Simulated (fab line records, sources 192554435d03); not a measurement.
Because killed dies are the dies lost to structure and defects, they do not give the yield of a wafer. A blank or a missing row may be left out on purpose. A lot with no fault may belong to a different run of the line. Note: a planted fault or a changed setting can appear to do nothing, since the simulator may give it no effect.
Chamber matching ; flow n5-finfet ; N5_BEOL_M4_PECVD_72 on pecvd-01: 3 sister chambers
The step deposits SiO2 from TEOS/O2, target thk 16 nm, time 18 s. 3 wafers are shown with their chamber, then 7 later ones without.

## WAFERS PAIRED WITH THEIR CHAMBERS
wafer;chamber;throttle-valve-pct (%)
L086.4;2;23.0
L091.1;1;22.7
L091.2;0;21.6

## WAFERS WITH NO CHAMBER GIVEN
wafer;throttle-valve-pct (%)
L091.6;22.7
L093.2;21.7
L093.5;22.5
L093.6;22.0
L097.1;22.6
L097.2;21.7
L097.5;21.5

## WHICH CHAMBER EACH ONE RAN IN
wafer;from the rows above;in truth
L091.6;can't be placed: 1 or 2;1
L093.2;0;0
L093.5;can't be placed: 1 or 2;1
L093.6;can't be placed: 0 or 1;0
L097.1;can't be placed: 1 or 2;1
L097.2;0;0
L097.5;0;0
3 of 7 placed correctly. From these rows, 4 cannot be placed; in 4 the true chamber is one of the candidates. Placed wrongly: 0.
How it was worked out, from the rows above alone: a wafer's distance from a chamber is the root of the sum, over the readings, of the square of ((its reading less the chamber's mean) divided by the reading's scatter). The wafer belongs to the nearest chamber; if the next one is less than 2 further off, it can't be placed. Each chamber's mean is taken over the wafers shown for it. The scatter: with one shown wafer a chamber, the root of the mean of the squares of how far each hidden wafer lies from its nearest shown one.
